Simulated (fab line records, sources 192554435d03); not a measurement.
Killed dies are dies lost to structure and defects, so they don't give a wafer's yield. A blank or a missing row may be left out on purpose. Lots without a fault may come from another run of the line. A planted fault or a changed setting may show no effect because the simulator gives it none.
Which tool did it? | flow n5_finfet | 9 lots, 27 wafers sampled, at 6 steps of a route of 1938

WHAT THE GAUGES READ, wafer by wafer
N5_BEOL_M11_INSPECT_58: inspects for defects (darkfield). Usual: raw_defect_count 72, standard deviation 22.
lot  | measured     | on                | raw_defect_count | flag
L834 | day 10 15:32 | defect_inspect-02 | 38 73 57         |
L835 | day 10 20:44 | defect_inspect-01 | 103 120 93       |
L836 | day 11 10:59 | defect_inspect-01 | 45 65 59         |
L842 | day 13 06:46 | defect_inspect-01 | 72 33 88         |
L843 | day 13 15:46 | defect_inspect-02 | 38 38 60         |
L844 | day 13 16:05 | defect_inspect-01 | 63 56 60         |
L845 | day 13 18:49 | defect_inspect-02 | 83 106 64        |
L856 | day 16 04:59 | defect_inspect-02 | 83 70 49         |
L854 | day 16 08:29 | defect_inspect-02 | 66 45 44         |

N5_BEOL_M12_CD_MEAS_17: target cd 140 nm. Usual: cd_nm 140.4 nm, standard deviation 2.2.
lot  | measured     | on        | cd_nm (nm)        | flag
L834 | day 10 16:36 | cd_sem-02 | 141.8 136.3 139.4 |
L835 | day 10 22:14 | cd_sem-03 | 141.3 140.4 138.9 |
L836 | day 11 12:20 | cd_sem-02 | 138.6 138.2 139.0 |
L842 | day 13 08:04 | cd_sem-03 | 140.3 140.5 144.1 |
L843 | day 13 17:11 | cd_sem-03 | 149.2 139.6 147.0 |
L844 | day 13 17:19 | cd_sem-03 | 146.8 140.8 149.5 |
L845 | day 13 20:14 | cd_sem-01 | 141.4 143.0 140.3 |
L856 | day 16 06:10 | cd_sem-02 | 139.3 140.9 142.5 |
L854 | day 16 09:32 | cd_sem-01 | 145.2 143.8 141.2 |

WHICH TOOL RAN EACH LOT (tool, then ch and the chambers of the sampled wafers, then the start)
lot  | N5_BEOL_M11_CURE_72           | N5_BEOL_M11_DEP_56              | N5_BEOL_M12_ETCH_59                | N5_BEOL_M12_STRIP_63
L834 | uv_cure-02 ch 0, day 10 13:40 | pecvd-04 ch 1,2, day 10 15:27   | rie_diel-01 ch 1,2, day 10 16:08   | plasma_asher-01 ch 0,1, day 10 16:25
L835 | uv_cure-01 ch 2, day 10 17:22 | pecvd-03 ch 1,2, day 10 20:39   | rie_diel-03 ch 0,1,2, day 10 21:23 | plasma_asher-02 ch 0,1, day 10 21:38
L836 | uv_cure-01 ch 2, day 11 07:29 | pecvd-01 ch 0,1,2, day 11 10:54 | rie_diel-01 ch 0,3, day 11 11:53   | plasma_asher-01 ch 0,1, day 11 12:08
L842 | uv_cure-01 ch 0, day 13 04:07 | pecvd-04 ch 0,1, day 13 06:41   | rie_diel-01 ch 0,1,3, day 13 07:25 | plasma_asher-02 ch 0,1, day 13 07:53
L843 | uv_cure-03 ch 2, day 13 13:45 | pecvd-03 ch 0,2, day 13 15:41   | rie_diel-01 ch 1,2, day 13 16:29   | plasma_asher-02 ch 0,1, day 13 16:59
L844 | uv_cure-01 ch 0, day 13 14:02 | pecvd-03 ch 0,1,2, day 13 16:00 | rie_diel-01 ch 1,2, day 13 16:48   | plasma_asher-02 ch 0,1, day 13 17:07
L845 | uv_cure-03 ch 0, day 13 16:40 | pecvd-04 ch 0,1, day 13 18:43   | rie_diel-03 ch 0,1,2, day 13 19:47 | plasma_asher-02 ch 0,1, day 13 20:02
L856 | uv_cure-03 ch 1, day 16 02:46 | pecvd-01 ch 1,2, day 16 04:53   | rie_diel-03 ch 1,3, day 16 05:42   | plasma_asher-02 ch 0,1, day 16 05:57
L854 | uv_cure-02 ch 1, day 16 06:07 | pecvd-01 ch 0,2, day 16 08:23   | rie_diel-04 ch 0,2, day 16 09:04   | plasma_asher-01 ch 0,1, day 16 09:19
- N5_BEOL_M11_CURE_72: cures SiCOH lowk, time 120 s.
- N5_BEOL_M11_DEP_56: deposits SiCN from 3MS/NH3, target thk 30 nm, time 10.5 s.
- N5_BEOL_M12_ETCH_59: etches BARC in N2/H2, target depth 89 nm, overetch 26.7 nm, time 67.9 s.
- N5_BEOL_M12_STRIP_63: strips in N2/H2.

WHAT THE TOOLS THEMSELVES READ (means of the sampled wafers that have a number; where no wafer has one, the mark that the record gives instead)
N5_BEOL_M11_CURE_72. Usual: lamp_power_pct 52.31 %, standard deviation 0.052; wafer_temp_C_max 371.7, standard deviation 0.46.
lot  | tool       | lamp_power_pct (%) | wafer_temp_C_max | flag
L834 | uv_cure-02 | 52.27              | 371.6            |
L835 | uv_cure-01 | 52.33              | 371.4            |
L836 | uv_cure-01 | 52.35              | 371.2            |
L842 | uv_cure-01 | 52.28              | 371.5            |
L843 | uv_cure-03 | 52.32              | 372.3            |
L844 | uv_cure-01 | 52.30              | 371.6            |
L845 | uv_cure-03 | 52.29              | 372.2            |
L856 | uv_cure-03 | 52.30              | 371.8            |
L854 | uv_cure-02 | 52.31              | 372.2            |

N5_BEOL_M11_DEP_56. Usual: showerhead_plenum_p_Torr 4.181 Torr, standard deviation 0.023; throttle_valve_pct 18.5 %, standard deviation 1.4.
lot  | tool     | showerhead_plenum_p_Torr (Torr) | throttle_valve_pct (%) | flag
L834 | pecvd-04 | 4.157                           | 17.5                   |
L835 | pecvd-03 | 4.206                           | 18.3                   |
L836 | pecvd-01 | 4.174                           | 17.8                   |
L842 | pecvd-04 | 4.175                           | 20.0                   |
L843 | pecvd-03 | 4.191                           | 18.0                   |
L844 | pecvd-03 | 4.208                           | 18.2                   |
L845 | pecvd-04 | 4.182                           | 19.9                   |
L856 | pecvd-01 | 4.185                           | 18.1                   |
L854 | pecvd-01 | 4.140                           | 16.8                   |

N5_BEOL_M12_ETCH_59. Usual: chamber_pressure_mTorr 30.00 mTorr, standard deviation 0.03; drypump_motor_current_A 5.5 A, standard deviation 0.52; oes_product_au 0.67 a.u., standard deviation 0.071; rf_vpp_V 524.3 V, standard deviation 3; showerhead_plenum_p_Torr 2.56 Torr, standard deviation 0.11; throttle_valve_pct 17.87 %, standard deviation 0.19.
lot  | tool        | chamber_pressure_mTorr (mTorr) | drypump_motor_current_A (A) | oes_product_au (a.u.) | rf_vpp_V (V) | showerhead_plenum_p_Torr (Torr) | throttle_valve_pct (%) | flag
L834 | rie_diel-01 | 30.03                          | 5.0                         | 0.73                  | 526.3        | 2.60                            | 17.89                  |
L835 | rie_diel-03 | 30.00                          | 5.9                         | 0.65                  | 523.4        | 2.55                            | 17.83                  |
L836 | rie_diel-01 | 29.98                          | 5.8                         | 0.67                  | 522.9        | 2.48                            | 17.83                  |
L842 | rie_diel-01 | 30.05                          | 5.6                         | 0.70                  | 524.7        | 2.57                            | 17.88                  |
L843 | rie_diel-01 | 29.99                          | 5.0                         | 0.78                  | 528.2        | 2.70                            | 17.78                  |
L844 | rie_diel-01 | 30.02                          | 5.1                         | 0.79                  | 528.7        | 2.71                            | 17.80                  |
L845 | rie_diel-03 | 29.99                          | 5.9                         | 0.63                  | 523.9        | 2.54                            | 17.87                  |
L856 | rie_diel-03 | 29.98                          | 5.8                         | 0.60                  | 521.6        | 2.45                            | 17.96                  |
L854 | rie_diel-04 | 29.98                          | 5.6                         | 0.71                  | 523.9        | 2.53                            | 17.70                  |

N5_BEOL_M12_STRIP_63. Usual: chamber_pressure_mTorr 1000.1 mTorr, standard deviation 0.9; drypump_motor_current_A 5.7 A, standard deviation 0.71; heater_power_w 305 W, standard deviation 22; oes_product_au 0.693 a.u., standard deviation 0.0045; strip_time_to_endpoint_s 42.4 s, standard deviation 0.91; temp_c 250.04 C, standard deviation 0.18.
lot  | tool            | chamber_pressure_mTorr (mTorr) | drypump_motor_current_A (A) | heater_power_w (W) | oes_product_au (a.u.) | strip_time_to_endpoint_s (s) | temp_c (C) | flag
L834 | plasma_asher-01 | 998.9                          | 5.6                         | 319                | 0.694                 | 41.5                         | 250.15     |
L835 | plasma_asher-02 | 1000.6                         | 5.4                         | 293                | 0.699                 | 42.1                         | 250.15     |
L836 | plasma_asher-01 | 1000.3                         | 5.9                         | 332                | 0.689                 | 42.7                         | 249.95     |
L842 | plasma_asher-02 | 999.7                          | 5.4                         | 291                | 0.693                 | 43.4                         | 249.76     |
L843 | plasma_asher-02 | 1000.8                         | 5.4                         | 292                | 0.681                 | 35.9                         | 249.95     | OFF
L844 | plasma_asher-02 | 1000.2                         | 5.4                         | 290                | 0.683                 | 34.8                         | 250.31     | OFF
L845 | plasma_asher-02 | 999.6                          | 6.0                         | 293                | 0.691                 | 42.9                         | 249.98     |
L856 | plasma_asher-02 | 1000.1                         | 5.9                         | 299                | 0.690                 | 41.7                         | 250.01     |
L854 | plasma_asher-01 | 1000.3                         | 5.6                         | 317                | 0.696                 | 41.6                         | 249.95     |

THE ANSWER, worked out from the rows above alone
Rule: a lot is off if the mean of its wafers that have a number lies more than 3 standard deviations from the usual mean. A lot without any number at a reading at which 4 lots or more have one is off too. The other lots that the step has rows for count as sound. The gauges are gone through in route order, then the tools' own readings, and for those a lot's mean is taken as printed above. The first step at which some lot is off is used, and at that step the reading that is off furthest; a lot without a number counts as furthest.
Off: L843, L844, at N5_BEOL_M12_STRIP_63 (strip_time_to_endpoint_s).
A tool fits if, at that step or a process step before it, it ran every lot that is off, and no sound lot after the first of them. Can't be told from this: 2 tools fit, pecvd-03 at N5_BEOL_M11_DEP_56, rie_diel-01 at N5_BEOL_M12_ETCH_59.

WHAT THE SIMULATOR HAD PUT IN
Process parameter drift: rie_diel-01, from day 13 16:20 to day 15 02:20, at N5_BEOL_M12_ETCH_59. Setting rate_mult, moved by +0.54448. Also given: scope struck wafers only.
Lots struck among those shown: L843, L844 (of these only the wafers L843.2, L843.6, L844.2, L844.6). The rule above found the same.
